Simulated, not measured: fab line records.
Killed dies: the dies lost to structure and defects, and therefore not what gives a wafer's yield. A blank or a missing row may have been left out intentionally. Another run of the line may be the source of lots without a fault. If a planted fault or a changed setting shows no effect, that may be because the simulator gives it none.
The tool behind it: which one? + flow nand-harc + 13 lots, 39 wafers sampled, at 6 steps of a route of 1302

## WHAT EACH GAUGE READ, for each wafer
NHARC_P_ZERO_WELL_CD_MEAS_11 targets a cd of 500 nm. Usual: cd-nm reads 499.4 nm (standard deviation 1.7).
| lot  | measured     | on        | cd-nm (nm)        | flag |
|------|--------------|-----------|-------------------|------|
| L338 | day 2 07:14  | cd-sem-01 | 497.2 496.8 499.1 |      |
| L340 | day 3 03:14  | cd-sem-03 | 499.9 499.9 500.8 |      |
| L342 | day 3 23:15  | cd-sem-01 | 495.6 497.4 498.0 |      |
| L343 | day 4 09:14  | cd-sem-02 | 500.5 502.1 501.9 |      |
| L344 | day 4 19:11  | cd-sem-03 | 497.1 499.1 498.6 |      |
| L347 | day 6 01:14  | cd-sem-02 | 499.2 500.8 498.0 |      |
| L349 | day 6 21:23  | cd-sem-03 | 497.9 499.2 499.5 |      |
| L350 | day 7 07:10  | cd-sem-03 | 500.5 500.3 499.7 |      |
| L351 | day 7 17:15  | cd-sem-01 | 499.1 498.0 496.9 |      |
| L352 | day 8 03:14  | cd-sem-01 | 498.7 499.0 501.9 |      |
| L353 | day 8 13:14  | cd-sem-02 | 502.0 501.2 500.5 |      |
| L357 | day 10 05:14 | cd-sem-01 | 500.2 501.1 500.5 |      |
| L360 | day 11 11:14 | cd-sem-02 | 499.7 499.8 501.5 |      |

NHARC_P_ZERO_WELL_CD_MEAS_24 targets a cd of 720 nm. Usual: cd-nm reads 719.8 nm (standard deviation 1.5).
| lot  | measured     | on        | cd-nm (nm)        | flag |
|------|--------------|-----------|-------------------|------|
| L338 | day 2 08:37  | cd-sem-01 | 719.3 719.9 719.1 |      |
| L340 | day 3 04:35  | cd-sem-01 | 716.9 719.7 720.6 |      |
| L342 | day 4 00:35  | cd-sem-03 | 721.2 721.8 719.0 |      |
| L343 | day 4 10:39  | cd-sem-02 | 723.5 720.7 721.4 |      |
| L344 | day 4 20:32  | cd-sem-01 | 716.8 716.8 717.0 |      |
| L347 | day 6 02:41  | cd-sem-02 | 728.6 726.7 729.1 | OFF  |
| L349 | day 6 22:44  | cd-sem-01 | 728.6 729.0 730.3 | OFF  |
| L350 | day 7 08:25  | cd-sem-01 | 728.6 729.7 729.1 | OFF  |
| L351 | day 7 18:38  | cd-sem-03 | 722.5 721.7 720.9 |      |
| L352 | day 8 04:35  | cd-sem-02 | 731.4 731.4 730.5 | OFF  |
| L353 | day 8 14:47  | cd-sem-03 | 719.0 718.8 719.3 |      |
| L357 | day 10 06:35 | cd-sem-02 | 718.9 719.6 719.8 |      |
| L360 | day 11 12:35 | cd-sem-02 | 721.0 719.6 719.2 |      |

NHARC_P_ZERO_WELL_CD_MEAS_52 targets a cd of 2000 nm. Usual: cd-nm reads 1999.7 nm (standard deviation 1.6).
| lot  | measured     | on        | cd-nm (nm)           | flag |
|------|--------------|-----------|----------------------|------|
| L338 | day 2 11:47  | cd-sem-01 | 2001.9 2000.7 2000.7 |      |
| L340 | day 3 07:46  | cd-sem-02 | 1999.1 1999.5 1997.5 |      |
| L342 | day 4 03:44  | cd-sem-01 | 1997.7 1999.8 1998.1 |      |
| L343 | day 4 13:49  | cd-sem-01 | 1998.6 1998.2 1999.9 |      |
| L344 | day 4 23:52  | cd-sem-01 | 2000.5 1998.5 1998.5 |      |
| L347 | day 6 05:58  | cd-sem-02 | 2002.1 2001.1 2000.9 |      |
| L349 | day 7 18:38  | cd-sem-02 | 2002.0 2001.4 2001.5 |      |
| L350 | day 7 20:44  | cd-sem-02 | 2000.7 1999.8 2001.1 |      |
| L351 | day 7 21:41  | cd-sem-03 | 1999.7 2000.6 1998.1 |      |
| L352 | day 8 07:52  | cd-sem-03 | 2001.4 2001.9 2000.9 |      |
| L353 | day 8 18:03  | cd-sem-03 | 1998.8 1997.7 1998.1 |      |
| L357 | day 10 09:44 | cd-sem-01 | 1996.9 1998.1 1998.1 |      |
| L360 | day 11 15:44 | cd-sem-02 | 2000.2 2000.5 1999.1 |      |

NHARC_P_STI_OCD_MEAS_43. Usual: trench-depth-nm 301 nm, standard deviation 3.5; trench-foot-cd-nm 157.9 nm, standard deviation 2.
| lot  | measured     | on     | trench-depth-nm (nm) | trench-foot-cd-nm (nm) | flag |
|------|--------------|--------|----------------------|------------------------|------|
| L338 | day 3 06:37  | ocd-01 | 302 300 305          | 156.8 156.3 157.3      |      |
| L340 | day 4 03:03  | ocd-02 | 302 300 299          | 158.2 159.3 158.5      |      |
| L342 | day 4 23:43  | ocd-01 | 296 298 299          | 157.6 157.6 155.3      |      |
| L343 | day 5 11:30  | ocd-02 | 302 298 301          | 157.2 160.2 159.8      |      |
| L344 | day 5 18:20  | ocd-01 | 301 296 304          | 159.6 161.3 159.7      |      |
| L347 | day 7 03:01  | ocd-02 | 307 301 304          | 159.7 161.1 160.3      |      |
| L349 | day 8 12:55  | ocd-02 | 303 296 305          | 154.4 156.1 155.8      |      |
| L350 | day 8 13:04  | ocd-02 | 301 297 298          | 160.7 159.2 160.2      |      |
| L351 | day 8 13:13  | ocd-01 | 300 304 299          | 160.1 159.0 160.8      |      |
| L352 | day 9 03:33  | ocd-01 | 306 309 294          | 159.2 158.9 158.2      |      |
| L353 | day 9 15:09  | ocd-02 | 300 301 301          | 159.6 158.6 158.7      |      |
| L357 | day 11 10:23 | ocd-02 | 299 299 296          | 160.9 158.6 160.8      |      |
| L360 | day 12 09:16 | ocd-01 | 300 296 303          | 159.4 158.9 158.0      |      |

NHARC_END_SORT_01. Usual: killed-at-array 50, standard deviation 17; killed-at-other 0.7, standard deviation 1; killed-at-periphery 3.4, standard deviation 2.4; killed-dies 54, standard deviation 17; killed-open 3.3, standard deviation 1.7; killed-short 2.5, standard deviation 1.6.
| lot  | measured     | on        | killed-at-array | killed-at-other | killed-at-periphery | killed-dies | killed-open | killed-short | flag |
|------|--------------|-----------|-----------------|-----------------|---------------------|-------------|-------------|--------------|------|
| L342 | day 25 23:28 | prober-02 | 67 68 73        | 0 0 0           | 2 4 6               | 69 72 79    | 3 1 5       | 0 0 0        |      |
| L347 | day 29 01:23 | prober-01 | 45 38 37        | 0 0 0           | 1 0 0               | 46 38 37    | 3 2 2       | 1 2 1        |      |
| L352 | day 30 12:41 | prober-01 | 34 39 40        | 1 0 0           | 3 6 14              | 38 45 54    | 3 5 3       | 6 3 4        |      |

## TOOL THAT RAN EACH LOT (tool first, then ch and the chambers of the sampled wafers, then the start)
| lot  | NHARC_P_ZERO_WELL_EXPOSE_21       |
|------|-----------------------------------|
| L338 | krf-scanner-04 ch 0, day 2 08:28  |
| L340 | krf-scanner-04 ch 0, day 3 04:25  |
| L342 | krf-scanner-02 ch 0, day 4 00:26  |
| L343 | krf-scanner-04 ch 0, day 4 10:30  |
| L344 | krf-scanner-02 ch 0, day 4 20:22  |
| L347 | krf-scanner-04 ch 0, day 6 02:31  |
| L349 | krf-scanner-04 ch 0, day 6 22:35  |
| L350 | krf-scanner-04 ch 0, day 7 08:15  |
| L351 | krf-scanner-01 ch 0, day 7 18:29  |
| L352 | krf-scanner-04 ch 0, day 8 04:26  |
| L353 | krf-scanner-02 ch 0, day 8 14:38  |
| L357 | krf-scanner-02 ch 0, day 10 06:25 |
| L360 | krf-scanner-01 ch 0, day 11 12:26 |
- NHARC_P_ZERO_WELL_EXPOSE_21: exposes mask P NWELL, target cd 720 nm.

## WHAT THE TOOLS THEMSELVES READ (means of the sampled wafers that have a number; where no wafer has one, the mark that the record gives instead)
NHARC_P_ZERO_WELL_EXPOSE_21. Usual: exposure-dose-mJ-cm2 reads 22.308 (standard deviation 0.024).
| lot  | tool           | exposure-dose-mJ-cm2 | flag |
|------|----------------|----------------------|------|
| L338 | krf-scanner-04 | 22.298               |      |
| L340 | krf-scanner-04 | 22.281               |      |
| L342 | krf-scanner-02 | 22.305               |      |
| L343 | krf-scanner-04 | 22.318               |      |
| L344 | krf-scanner-02 | 22.301               |      |
| L347 | krf-scanner-04 | 23.587               | OFF  |
| L349 | krf-scanner-04 | 23.588               | OFF  |
| L350 | krf-scanner-04 | 23.565               | OFF  |
| L351 | krf-scanner-01 | 22.290               |      |
| L352 | krf-scanner-04 | 23.588               | OFF  |
| L353 | krf-scanner-02 | 22.319               |      |
| L357 | krf-scanner-02 | 22.285               |      |
| L360 | krf-scanner-01 | 22.301               |      |

## THE ANSWER, worked out from the rows above alone
Rule: lot off if the mean of its wafers having a number is beyond 3 standard deviations from the usual mean. A lot without any number at a reading at which 4 lots or more have one is off too. Any other lot the step has rows for is counted as sound. The gauges are gone through in route order, then the tools' own readings, and for those a lot's mean is taken as printed above. At the first step where some lot is off, the reading lying furthest off is the one used; lots without a number count as furthest.
Off, at NHARC_P_ZERO_WELL_CD_MEAS_24 on cd-nm: L347, L349, L350, L352.
A tool fits if, at a process step before that reading, it ran every lot that is off, and no sound lot after the first of them. The gauges at NHARC_P_ZERO_WELL_CD_MEAS_24 aren't tried: what is off there is off at NHARC_P_ZERO_WELL_EXPOSE_21 too, on other tools, and a gauge's error can't cause that. One fits: krf-scanner-04 at NHARC_P_ZERO_WELL_EXPOSE_21. Its last sound lot is L343 (day 4 10:30), its first lot that is off L347 (day 6 02:31): a fault that began between those two fits.
On the lots that are off, the tool's own readings at NHARC_P_ZERO_WELL_EXPOSE_21 differ by more than 5 times the standard deviation of the sound lots' means, which bears it out; exposure-dose-mJ-cm2 reads 23.582 there versus 22.300 on the sound lots.

## WHAT THE SIMULATOR HAD INSERTED
Drift in process parameters on krf-scanner-04 at NHARC_P_ZERO_WELL_EXPOSE_21, starting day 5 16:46. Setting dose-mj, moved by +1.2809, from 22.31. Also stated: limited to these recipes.
Struck lots among those shown: L347, L349, L350, L352. This agrees with what the rule above found.
